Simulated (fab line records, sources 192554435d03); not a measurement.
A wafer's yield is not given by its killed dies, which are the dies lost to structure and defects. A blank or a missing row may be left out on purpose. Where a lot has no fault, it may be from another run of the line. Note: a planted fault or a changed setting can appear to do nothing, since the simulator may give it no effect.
fab line records / flow n5_finfet
record: lots: 4 wafers: 12 last_day: 18
route steps=1938 shown BEOL_M4@1028 PASSIVATION@1936
lots with no fault: from the same line, run without faults
start_h: hours from the record's first day to the start of the lot's first wafer shown / wait_h: hours elapsed since this lot's preceding step / " identical to the entry in the row above / L1.1+2: several wafers, shown together as one row / - no value, or no start given / * or withheld: withheld / < > ~ a bound
route shown NAME@n: names a module that has steps shown in the file, with the first one's number in the route / usual: mean and standard deviation over wafers with no fault / same: alike in all rows / chamber/n: place in a boat / sites: the reading at each site / _std_site: standard deviation of those values / _edge_site: outer sites' mean less inner sites' / radius_mm: how far each site lies from the wafer's centre / mask NAME#n: copy n / behind: the most recent tool/chamber to have shaped the wafer / hold: reason for holding the lot/hours on hold/outcome of the hold / device: the transistor (n, p or np) that didn't switch / end of line: the route-end tests of the same wafers / where a step has no rows: the recipe by itself / killed: dies that structure and defects cost at the first sort, which is not the same as the wafer's yield / map: a wafer's dies, marking killed ones x, the rest . and places with no die _
set.NAME: the setting that was run; set.NAME@STEP: the one run at that earlier step / model.NAME: the simulator's own value behind a step, which no gauge read
lots at selected steps of the route; one table per step, one row per wafer
services: from which hour (start_h, from the record's first day; less than 0 if before it) a tool's chamber was out of use, for how many hours, and why
== steps ==
step: N5_BEOL_M4_COAT_05
recipe: resist: CAR-EUV spin_rpm: 1500 resist_thk_nm: 30
step: N5_BEOL_M4_EBR_07
recipe: solvent: PGMEA ebr_width_mm: 1.5
step: N5_BEOL_M4_SOFTBAKE_06
recipe: temp_c: 110 time_s: 60 resist: CAR-EUV
step: N5_BEOL_M4_EXPOSE_08
recipe: mask_id: M4 na: 0.33 source_shape: dipole sigma_inner: 0.369 sigma_outer: 0.767 polarization: unpolarized dose_mj: 41.25
step: N5_BEOL_M4_PEB_09
recipe: peb_temp_c: 100 peb_time_s: 60 resist: CAR-EUV
step: N5_BEOL_M4_DEVELOP_10
recipe: develop_time_s: 30 developer: TMAH resist: CAR-EUV rinse_liquid: surfactant_rinse dry: air_spin dev_temp_c: 23
step: N5_BEOL_M4_DESCUM_16
recipe: chemistry: O2 time_s: 7 source_power_w: 50 bias_power_w: 20 pressure_mtorr: 20 rf_frequency_hz: 2.712e+07 temp_c: 40 resist: CAR-EUV o2_flow_sccm: 225
step: N5_BEOL_M4_ETCH_74
recipe: chemistry: N2/H2 target: underlayer target_depth_a: 65 mask_material: CAR-EUV time_s: 5.2 ion_energy_ev: 200 pressure_mtorr: 30 source_w: 840 bias_w: 150 n2_flow_sccm: 200 h2_flow_sccm: 200 ends: cleared
step: N5_BEOL_M4_ETCH_63
recipe: chemistry: CF4 target: SiARC target_depth_a: 156 mask_material: CAR-EUV time_s: 26 ion_energy_ev: 80 pressure_mtorr: 40 source_w: 545 bias_w: 36 Ar_flow_sccm: 100 cf4_flow_sccm: 100 ends: cleared
step: N5_BEOL_M4_ETCH_64
recipe: chemistry: N2/H2 target: SOC target_depth_a: 750 overetch_a: 225 mask_material: SiARC temp_c: 40 time_s: 121.9 ion_energy_ev: 200 pressure_mtorr: 30 source_w: 840 bias_w: 150 n2_flow_sccm: 200 h2_flow_sccm: 200
usual: bias_w: 150.1/0.48 drypump_motor_current_A: 5.69/0.26 oes_product_au: 0.63/0.057 rf_vpp_V: 524.8/2.6 showerhead_plenum_p_Torr: 2.58/0.089 throttle_valve_pct: 17.7/0.31
lot.wafer=L143.1 tool=rie_diel-04 chamber=1 start_h=171.78 wait_h=0.0 bias_w=149.4 drypump_motor_current_A=6.04 oes_product_au=0.73 rf_hours_counter_h=7 rf_vpp_V=525.0 showerhead_plenum_p_Torr=2.60 throttle_valve_pct=17.6 model.SiARC_of_BEOL_M4_COAT_62.thk_nm=6.2 model.BEOL_M4.cd_offset_nm=0.2
lot.wafer=L143.4 tool=rie_diel-04 chamber=0 start_h=171.78 wait_h=0.0 bias_w=150.3 drypump_motor_current_A=5.45 oes_product_au=0.53 rf_hours_counter_h=229 rf_vpp_V=522.6 showerhead_plenum_p_Torr=2.51 throttle_valve_pct=17.8 model.SiARC_of_BEOL_M4_COAT_62.thk_nm=6.6 model.BEOL_M4.cd_offset_nm=-0.2
lot.wafer=L143.5 tool=rie_diel-04 chamber=0 start_h=171.78 wait_h=0.0 bias_w=150.3 drypump_motor_current_A=5.45 oes_product_au=0.52 rf_hours_counter_h=- rf_vpp_V=525.7 showerhead_plenum_p_Torr=2.51 throttle_valve_pct=17.9 model.SiARC_of_BEOL_M4_COAT_62.thk_nm=6.6 model.BEOL_M4.cd_offset_nm=-0.2
lot.wafer=L152.1 tool=rie_diel-04 chamber=2 start_h=233.86 wait_h=0.0 bias_w=150.4 drypump_motor_current_A=5.45 oes_product_au=0.52 rf_hours_counter_h=235 rf_vpp_V=520.2 showerhead_plenum_p_Torr=2.41 throttle_valve_pct=18.4 model.SiARC_of_BEOL_M4_COAT_62.thk_nm=6.4 model.BEOL_M4.cd_offset_nm=-0.2
lot.wafer=L152.4 tool=rie_diel-04 chamber=0 start_h=233.86 wait_h=0.0 bias_w=150.2 drypump_motor_current_A=5.43 oes_product_au=0.47 rf_hours_counter_h=248 rf_vpp_V=523.3 showerhead_plenum_p_Torr=2.50 throttle_valve_pct=17.9 model.SiARC_of_BEOL_M4_COAT_62.thk_nm=5.4 model.BEOL_M4.cd_offset_nm=0.2
lot.wafer=L152.6 tool=rie_diel-04 chamber=3 start_h=233.86 wait_h=0.0 bias_w=150.2 drypump_motor_current_A=6.02 oes_product_au=0.64 rf_hours_counter_h=- rf_vpp_V=527.0 showerhead_plenum_p_Torr=2.70 throttle_valve_pct=17.8 model.SiARC_of_BEOL_M4_COAT_62.thk_nm=6 model.BEOL_M4.cd_offset_nm=-0.2
lot.wafer=L157.1 tool=rie_diel-04 chamber=1 start_h=257.34 wait_h=0.0 bias_w=150.9 drypump_motor_current_A=6.03 oes_product_au=0.67 rf_hours_counter_h=34 rf_vpp_V=524.9 showerhead_plenum_p_Torr=2.59 throttle_valve_pct=17.6 model.SiARC_of_BEOL_M4_COAT_62.thk_nm=6.2 model.BEOL_M4.cd_offset_nm=0.2
lot.wafer=L157.3 tool=rie_diel-04 chamber=3 start_h=257.34 wait_h=0.0 bias_w=149.5 drypump_motor_current_A=6.04 oes_product_au=0.63 rf_hours_counter_h=70 rf_vpp_V=528.0 showerhead_plenum_p_Torr=2.70 throttle_valve_pct=17.8 model.SiARC_of_BEOL_M4_COAT_62.thk_nm=6 model.BEOL_M4.cd_offset_nm=0
lot.wafer=L157.4 tool=rie_diel-04 chamber=0 start_h=257.34 wait_h=0.0 bias_w=149.5 drypump_motor_current_A=5.45 oes_product_au=0.68 rf_hours_counter_h=1 rf_vpp_V=522.5 showerhead_plenum_p_Torr=2.50 throttle_valve_pct=17.5 model.SiARC_of_BEOL_M4_COAT_62.thk_nm=5 model.BEOL_M4.cd_offset_nm=0.4
lot.wafer=L162.3 tool=rie_diel-05 chamber=1 start_h=294.02 wait_h=0.0 bias_w=150.1 drypump_motor_current_A=5.81 oes_product_au=0.65 rf_hours_counter_h=54 rf_vpp_V=524.7 showerhead_plenum_p_Torr=2.58 throttle_valve_pct=17.3 model.SiARC_of_BEOL_M4_COAT_62.thk_nm=6.4 model.BEOL_M4.cd_offset_nm=0.2
lot.wafer=L162.5 tool=rie_diel-05 chamber=1 start_h=294.02 wait_h=0.0 bias_w=149.8 drypump_motor_current_A=5.81 oes_product_au=0.65 rf_hours_counter_h=- rf_vpp_V=524.7 showerhead_plenum_p_Torr=2.58 throttle_valve_pct=17.3 model.SiARC_of_BEOL_M4_COAT_62.thk_nm=6.4 model.BEOL_M4.cd_offset_nm=0.2
lot.wafer=L162.6 tool=rie_diel-05 chamber=2 start_h=294.02 wait_h=0.0 bias_w=149.2 drypump_motor_current_A=6.15 oes_product_au=0.61 rf_hours_counter_h=- rf_vpp_V=525.3 showerhead_plenum_p_Torr=2.56 throttle_valve_pct=18.0 model.SiARC_of_BEOL_M4_COAT_62.thk_nm=6.4 model.BEOL_M4.cd_offset_nm=0
step: N5_BEOL_M4_STRIP_65
recipe: chemistry: N2/H2 temp_c: 40 n2_flow_sccm: 200 h2_flow_sccm: 200 rf_frequency_hz: 6e+07
step: N5_BEOL_M4_STRIP_75
recipe: chemistry: N2/H2 temp_c: 40 n2_flow_sccm: 200 h2_flow_sccm: 200 rf_frequency_hz: 6e+07
step: N5_BEOL_M4_STRIP_66
recipe: chemistry: CF4 resist: SiARC power_w: 300 bias_power_w: 75 pressure_mtorr: 50 cf4_flow_sccm: 150 rf_frequency_hz: 6e+07
step: N5_BEOL_M4_HM_OPEN_17
recipe: chemistry: Cl2/BCl3 target_depth_a: 200 overetch_a: 60 target: TiN mask_material: SOC ion_energy_ev: 150 pressure_mtorr: 10 icp_w: 1000 bias_w: 126 Cl2_flow_sccm: 53.25 bcl3_flow_sccm: 21.75 Ar_flow_sccm: 25
usual: bcl3_flow_sccm: 21.74/0.057 bias_w: 126.0/0.38 drypump_motor_current_A: 5.6/0.39 mfc_ar_sccm: 25.00/0.078 oes_product_au: 0.67/0.074 throttle_valve_pct: 22.05/0.23
lot.wafer=L143.1 tool=rie_metal-02 chamber=0 start_h=171.96 wait_h=0.0 bcl3_flow_sccm=21.74 bias_w=126.3 drypump_motor_current_A=5.4 mfc_ar_sccm=25.01 oes_product_au=0.73 rf_hours_counter_h=14 throttle_valve_pct=22.14 model.etch.depth_nm=20
lot.wafer=L143.4 tool=rie_metal-02 chamber=1 start_h=171.96 wait_h=0.0 bcl3_flow_sccm=21.76 bias_w=125.9 drypump_motor_current_A=5.8 mfc_ar_sccm=25.13 oes_product_au=0.65 rf_hours_counter_h=- throttle_valve_pct=21.79 model.etch.depth_nm=19.63
lot.wafer=L143.5 tool=rie_metal-02 chamber=1 start_h=171.96 wait_h=0.0 bcl3_flow_sccm=21.75 bias_w=126.0 drypump_motor_current_A=5.8 mfc_ar_sccm=25.07 oes_product_au=0.65 rf_hours_counter_h=- throttle_valve_pct=21.78 model.etch.depth_nm=19.85
lot.wafer=L152.1 tool=rie_metal-02 chamber=1 start_h=234.04 wait_h=0.0 bcl3_flow_sccm=21.77 bias_w=125.6 drypump_motor_current_A=5.7 mfc_ar_sccm=25.08 oes_product_au=0.66 rf_hours_counter_h=44 throttle_valve_pct=21.77 model.etch.depth_nm=20.05
lot.wafer=L152.4 tool=rie_metal-02 chamber=1 start_h=234.04 wait_h=0.0 bcl3_flow_sccm=21.80 bias_w=126.0 drypump_motor_current_A=5.7 mfc_ar_sccm=24.94 oes_product_au=0.61 rf_hours_counter_h=- throttle_valve_pct=21.87 model.etch.depth_nm=17.51
lot.wafer=L152.6 tool=rie_metal-02 chamber=1 start_h=234.04 wait_h=0.0 bcl3_flow_sccm=21.78 bias_w=125.8 drypump_motor_current_A=5.7 mfc_ar_sccm=25.08 oes_product_au=0.65 rf_hours_counter_h=- throttle_valve_pct=21.79 model.etch.depth_nm=19.86
lot.wafer=L157.1 tool=rie_metal-02 chamber=1 start_h=257.51 wait_h=0.0 bcl3_flow_sccm=21.78 bias_w=126.3 drypump_motor_current_A=5.7 mfc_ar_sccm=25.00 oes_product_au=0.65 rf_hours_counter_h=45 throttle_valve_pct=21.79 model.etch.depth_nm=20.08
lot.wafer=L157.3 tool=rie_metal-02 chamber=1 start_h=257.51 wait_h=0.0 bcl3_flow_sccm=21.68 bias_w=126.0 drypump_motor_current_A=5.8 mfc_ar_sccm=25.02 oes_product_au=0.66 rf_hours_counter_h=- throttle_valve_pct=21.79 model.etch.depth_nm=20.25
lot.wafer=L157.4 tool=rie_metal-02 chamber=0 start_h=257.51 wait_h=0.0 bcl3_flow_sccm=21.68 bias_w=125.4 drypump_motor_current_A=5.4 mfc_ar_sccm=24.90 oes_product_au=0.67 rf_hours_counter_h=- throttle_valve_pct=22.21 model.etch.depth_nm=18.08
lot.wafer=L162.3 tool=rie_metal-02 chamber=1 start_h=294.23 wait_h=0.1 bcl3_flow_sccm=21.62 bias_w=126.4 drypump_motor_current_A=5.7 mfc_ar_sccm=25.02 oes_product_au=0.64 rf_hours_counter_h=- throttle_valve_pct=21.82 model.etch.depth_nm=19.64
lot.wafer=L162.5 tool=rie_metal-02 chamber=0 start_h=294.23 wait_h=0.1 bcl3_flow_sccm=21.81 bias_w=125.1 drypump_motor_current_A=5.4 mfc_ar_sccm=24.99 oes_product_au=0.69 rf_hours_counter_h=- throttle_valve_pct=22.16 model.etch.depth_nm=19.64
lot.wafer=L162.6 tool=rie_metal-02 chamber=1 start_h=294.23 wait_h=0.1 bcl3_flow_sccm=21.76 bias_w=126.3 drypump_motor_current_A=5.7 mfc_ar_sccm=24.98 oes_product_au=0.65 rf_hours_counter_h=- throttle_valve_pct=21.82 model.etch.depth_nm=19.97
step: N5_BEOL_M4_STRIP_19
recipe: chemistry: O2 power_w: 400 temp_c: 40 pressure_mtorr: 30 rf_frequency_hz: 6e+07 bias_power_w: 0 overash_fraction: 0.2 o2_flow_sccm: 225
step: N5_BEOL_M4_RC_MEAS_101
usual: DIBL_N: 35.1/1.6 DIBL_P: 34.9/1.8 IOFF_N: 0.143/0.026 IOFF_P: 0.21/0.037 ION_N: 671/11 ION_P: 463/7.8 SS_N: 71.2/0.58 SS_P: 73.0/0.54 VT_N: 251/3 VT_P: -250/4.1
lot.wafer=L143.1 tool=prober-02 chamber=0 start_h=186.89 wait_h=0.0 DIBL_N[mV/V]=36.6 DIBL_P[mV/V]=36.0 IOFF_N[nA/um]=0.177 IOFF_P[nA/um]=0.23 ION_N[uA/um]=693 ION_P[uA/um]=468 SS_N[mV/dec]=70.9 SS_P[mV/dec]=72.4 VT_N[mV]=247 VT_P[mV]=-246
lot.wafer=L143.4 tool=prober-02 chamber=0 start_h=186.89 wait_h=0.0 DIBL_N[mV/V]=36.0 DIBL_P[mV/V]=36.2 IOFF_N[nA/um]=0.172 IOFF_P[nA/um]=0.24 ION_N[uA/um]=691 ION_P[uA/um]=478 SS_N[mV/dec]=71.3 SS_P[mV/dec]=73.6 VT_N[mV]=246 VT_P[mV]=-244
lot.wafer=L143.5 tool=prober-02 chamber=0 start_h=186.89 wait_h=0.0 DIBL_N[mV/V]=37.3 DIBL_P[mV/V]=37.4 IOFF_N[nA/um]=0.191 IOFF_P[nA/um]=0.26 ION_N[uA/um]=688 ION_P[uA/um]=473 SS_N[mV/dec]=71.5 SS_P[mV/dec]=72.5 VT_N[mV]=248 VT_P[mV]=-243
lot.wafer=L152.1 tool=prober-02 chamber=0 start_h=248.35 wait_h=0.0 DIBL_N[mV/V]=36.0 DIBL_P[mV/V]=35.9 IOFF_N[nA/um]=0.159 IOFF_P[nA/um]=0.22 ION_N[uA/um]=675 ION_P[uA/um]=464 SS_N[mV/dec]=71.9 SS_P[mV/dec]=72.9 VT_N[mV]=251 VT_P[mV]=-250
lot.wafer=L152.4 tool=prober-02 chamber=0 start_h=248.35 wait_h=0.0 DIBL_N[mV/V]=36.1 DIBL_P[mV/V]=35.9 IOFF_N[nA/um]=0.161 IOFF_P[nA/um]=0.22 ION_N[uA/um]=676 ION_P[uA/um]=470 SS_N[mV/dec]=71.7 SS_P[mV/dec]=73.7 VT_N[mV]=249 VT_P[mV]=-250
lot.wafer=L152.6 tool=prober-02 chamber=0 start_h=248.35 wait_h=0.0 DIBL_N[mV/V]=34.4 DIBL_P[mV/V]=34.1 IOFF_N[nA/um]=0.135 IOFF_P[nA/um]=0.19 ION_N[uA/um]=672 ION_P[uA/um]=458 SS_N[mV/dec]=70.9 SS_P[mV/dec]=72.9 VT_N[mV]=251 VT_P[mV]=-255
lot.wafer=L157.1 tool=prober-01 chamber=0 start_h=280.61 wait_h=0.0 DIBL_N[mV/V]=36.9 DIBL_P[mV/V]=36.7 IOFF_N[nA/um]=0.174 IOFF_P[nA/um]=0.25 ION_N[uA/um]=670 ION_P[uA/um]=459 SS_N[mV/dec]=71.6 SS_P[mV/dec]=73.6 VT_N[mV]=249 VT_P[mV]=-246
lot.wafer=L157.3 tool=prober-01 chamber=0 start_h=280.61 wait_h=0.0 DIBL_N[mV/V]=38.4 DIBL_P[mV/V]=36.5 IOFF_N[nA/um]=0.190 IOFF_P[nA/um]=0.23 ION_N[uA/um]=670 ION_P[uA/um]=458 SS_N[mV/dec]=72.7 SS_P[mV/dec]=73.3 VT_N[mV]=248 VT_P[mV]=-250
lot.wafer=L157.4 tool=prober-01 chamber=0 start_h=280.61 wait_h=0.0 DIBL_N[mV/V]=36.3 DIBL_P[mV/V]=35.9 IOFF_N[nA/um]=0.160 IOFF_P[nA/um]=0.22 ION_N[uA/um]=676 ION_P[uA/um]=472 SS_N[mV/dec]=71.8 SS_P[mV/dec]=72.9 VT_N[mV]=249 VT_P[mV]=-248
lot.wafer=L162.3 tool=prober-01 chamber=0 start_h=318.04 wait_h=0.3 DIBL_N[mV/V]=37.0 DIBL_P[mV/V]=37.2 IOFF_N[nA/um]=0.151 IOFF_P[nA/um]=0.23 ION_N[uA/um]=654 ION_P[uA/um]=459 SS_N[mV/dec]=72.1 SS_P[mV/dec]=73.3 VT_N[mV]=251 VT_P[mV]=-246
lot.wafer=L162.5 tool=prober-01 chamber=0 start_h=318.04 wait_h=0.3 DIBL_N[mV/V]=36.2 DIBL_P[mV/V]=35.3 IOFF_N[nA/um]=0.142 IOFF_P[nA/um]=0.21 ION_N[uA/um]=663 ION_P[uA/um]=463 SS_N[mV/dec]=71.6 SS_P[mV/dec]=72.9 VT_N[mV]=251 VT_P[mV]=-250
lot.wafer=L162.6 tool=prober-01 chamber=0 start_h=318.04 wait_h=0.3 DIBL_N[mV/V]=32.8 DIBL_P[mV/V]=32.6 IOFF_N[nA/um]=0.102 IOFF_P[nA/um]=0.17 ION_N[uA/um]=661 ION_P[uA/um]=468 SS_N[mV/dec]=70.6 SS_P[mV/dec]=72.5 VT_N[mV]=256 VT_P[mV]=-249
step: N5_PASSIVATION_PROBE_49
usual: defect_limited_yield: 91.1/1.4 killed_at_M0_to_M3: 36/11 killed_at_M4_up: 14/5.2 killed_at_contacts: 12/6.1 killed_at_front_end: 40/12 killed_at_other: 3.2/2.5 killed_dies: 105/16 killed_on_rim: 14/4.4 killed_open: 68/12 killed_short: 35/8.7 sort_bin_5_function: 5.2/0.89 sort_bin_6_memory: 3.3/0.66 sort_n_pass: 1074/16 sort_yield_pct: 91.1/1.4
same: gross_dies: 1180 killed_at_back_side: 0 sort_bin_4_leakage[%]: 0 sort_bin_8_speed[%]: 0
lot.wafer=L143.1 tool=prober-01 chamber=- start_h=320.55 wait_h=0.0 defect_limited_yield[%]=88.7 killed_at_M0_to_M3=43 killed_at_M4_up=22 killed_at_contacts=9 killed_at_front_end=58 killed_at_other=1 killed_dies=133 killed_on_rim=16 killed_open=90 killed_short=41 sort_bin_5_function[%]=6.4 sort_bin_6_memory[%]=4.6 sort_n_pass=1047 sort_yield_pct[%]=88.7
lot.wafer=L143.4 tool=prober-01 chamber=- start_h=320.70 wait_h=0.2 defect_limited_yield[%]=89.7 killed_at_M0_to_M3=29 killed_at_M4_up=15 killed_at_contacts=13 killed_at_front_end=63 killed_at_other=2 killed_dies=122 killed_on_rim=21 killed_open=71 killed_short=43 sort_bin_5_function[%]=5.3 sort_bin_6_memory[%]=4.2 sort_n_pass=1058 sort_yield_pct[%]=89.7
lot.wafer=L143.5 tool=prober-01 chamber=- start_h=320.75 wait_h=0.2 defect_limited_yield[%]=89.0 killed_at_M0_to_M3=28 killed_at_M4_up=23 killed_at_contacts=14 killed_at_front_end=63 killed_at_other=2 killed_dies=130 killed_on_rim=19 killed_open=78 killed_short=41 sort_bin_5_function[%]=5.9 sort_bin_6_memory[%]=3.8 sort_n_pass=1050 sort_yield_pct[%]=89.0
lot.wafer=L152.1 tool=prober-01 chamber=- start_h=355.23 wait_h=0.0 defect_limited_yield[%]=90.8 killed_at_M0_to_M3=30 killed_at_M4_up=12 killed_at_contacts=7 killed_at_front_end=60 killed_at_other=0 killed_dies=109 killed_on_rim=10 killed_open=75 killed_short=23 sort_bin_5_function[%]=4.5 sort_bin_6_memory[%]=3.9 sort_n_pass=1071 sort_yield_pct[%]=90.8
lot.wafer=L152.4 tool=prober-01 chamber=- start_h=355.38 wait_h=0.2 defect_limited_yield[%]=91.5 killed_at_M0_to_M3=32 killed_at_M4_up=9 killed_at_contacts=16 killed_at_front_end=42 killed_at_other=1 killed_dies=100 killed_on_rim=11 killed_open=71 killed_short=28 sort_bin_5_function[%]=4.9 sort_bin_6_memory[%]=3.4 sort_n_pass=1080 sort_yield_pct[%]=91.5
lot.wafer=L152.6 tool=prober-01 chamber=- start_h=355.48 wait_h=0.3 defect_limited_yield[%]=92.7 killed_at_M0_to_M3=26 killed_at_M4_up=7 killed_at_contacts=16 killed_at_front_end=36 killed_at_other=1 killed_dies=86 killed_on_rim=4 killed_open=57 killed_short=27 sort_bin_5_function[%]=3.8 sort_bin_6_memory[%]=3.3 sort_n_pass=1094 sort_yield_pct[%]=92.7
killed by level:class
L143.1 STI_FIN_REVEAL:geometric_particle:open=17 BEOL_M2:geometric_particle:open=14 FIN_SAQP:geometric_particle:open=8 BEOL_M0_SAQP:geometric_particle:short=8 BEOL_M1:geometric_particle:open=8 DUMMY_GATE:geometric_particle:open=7 MOL_CONTACT_COAG:geometric_particle:open=7 STI_FIN_REVEAL:geometric_particle:short=6
L143.4 STI_FIN_REVEAL:geometric_particle:open=15 FIN_SAQP:geometric_particle:short=13 MOL_CONTACT_COAG:geometric_particle:open=12 BEOL_M2:geometric_particle:open=9 GATE_CUT:geometric_particle:short=8 FIN_SAQP:geometric_particle:open=6 STI_FIN_REVEAL:geometric_particle:short=6 BEOL_M4:geometric_particle:open=6
L143.5 STI_FIN_REVEAL:geometric_particle:open=18 MOL_CONTACT_COAG:geometric_particle:open=12 BEOL_M4:geometric_particle:open=10 FIN_SAQP:geometric_particle:short=9 FIN_SAQP:geometric_particle:open=9 BEOL_M0_SAQP:geometric_particle:short=6 BEOL_M2:geometric_particle:open=6 HKMG_FIN:area_etch=6
L152.1 FIN_SAQP:geometric_particle:open=16 BEOL_M1:geometric_particle:open=11 DUMMY_GATE:geometric_particle:open=9 HKMG_FIN:area_etch=8 MOL_CONTACT_COAG:geometric_particle:open=7 FIN_SAQP:geometric_particle:short=6 BEOL_M0:geometric_particle:open=6 STARTING-WAFER:geometric_particle:open=5
L152.4 MOL_CONTACT_COAG:geometric_particle:open=12 BEOL_M0:geometric_particle:open=11 DUMMY_GATE:geometric_particle:open=9 BEOL_M4:geometric_particle:open=7 FIN_SAQP:geometric_particle:open=6 BEOL_M2:geometric_particle:open=6 GATE_CUT:geometric_particle:short=5 BEOL_M3:geometric_particle:open=5
L152.6 MOL_CONTACT_COAG:geometric_particle:open=12 FIN_SAQP:geometric_particle:short=7 BEOL_M1:geometric_particle:open=7 BEOL_M3:geometric_particle:open=7 FIN_SAQP:geometric_particle:open=4 DUMMY_GATE:geometric_particle:open=4 MOL_CONTACT_COAG:geometric_particle:short=4 STI_FIN_REVEAL:geometric_particle:open=3
== services ==
tool=rie_diel-05 chamber=3 start_h=184.85 hours=- kind=clean
tool=rie_diel-05 chamber=3 start_h=184.85 hours=- kind=consumable_replace:focus_ring
tool=rie_diel-05 chamber=3 start_h=184.85 hours=29.9 kind=scheduled_down
tool=rie_diel-05 chamber=3 start_h=184.85 hours=29.9 kind=vent_cycle
tool=rie_diel-05 chamber=- start_h=238.15 hours=0.8 kind=repair
tool=rie_diel-04 chamber=0 start_h=238.47 hours=- kind=clean
tool=rie_diel-04 chamber=0 start_h=238.47 hours=- kind=consumable_replace:focus_ring
tool=rie_diel-04 chamber=0 start_h=238.47 hours=12.6 kind=scheduled_down
tool=rie_diel-04 chamber=0 start_h=238.47 hours=12.6 kind=vent_cycle
tool=rie_diel-04 chamber=2 start_h=272.93 hours=- kind=clean
tool=rie_diel-04 chamber=2 start_h=272.93 hours=- kind=consumable_replace:focus_ring
tool=rie_diel-04 chamber=2 start_h=272.93 hours=- kind=consumable_replace:showerhead
tool=rie_diel-04 chamber=2 start_h=272.93 hours=28.6 kind=scheduled_down
tool=rie_diel-04 chamber=2 start_h=272.93 hours=28.6 kind=vent_cycle
tool=rie_diel-04 chamber=- start_h=292.12 hours=28.1 kind=pm
== key ==
first_sign none at tools or gauges
model_effect: step: N5_BEOL_M4_ETCH_64 value: SiARC_of_BEOL_M4_COAT_62.thk_nm without: 6.3 struck: 5.2
model_effect: step: N5_BEOL_M4_HM_OPEN_17 value: etch.depth_nm without: 20.15 struck: 17.79
met_at N5_BEOL_M4_ETCH_64
struck_wafers L152.4,L157.4
onset_between 171.78 233.86
fault: kind: process_parameter_drift tool: rie_diel-04 chamber: 0 onset_h: 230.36 steps: N5_BEOL_M4_ETCH_64 channel: time_s offset: * shape: step end_h: 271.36 acts_in: * stated: *
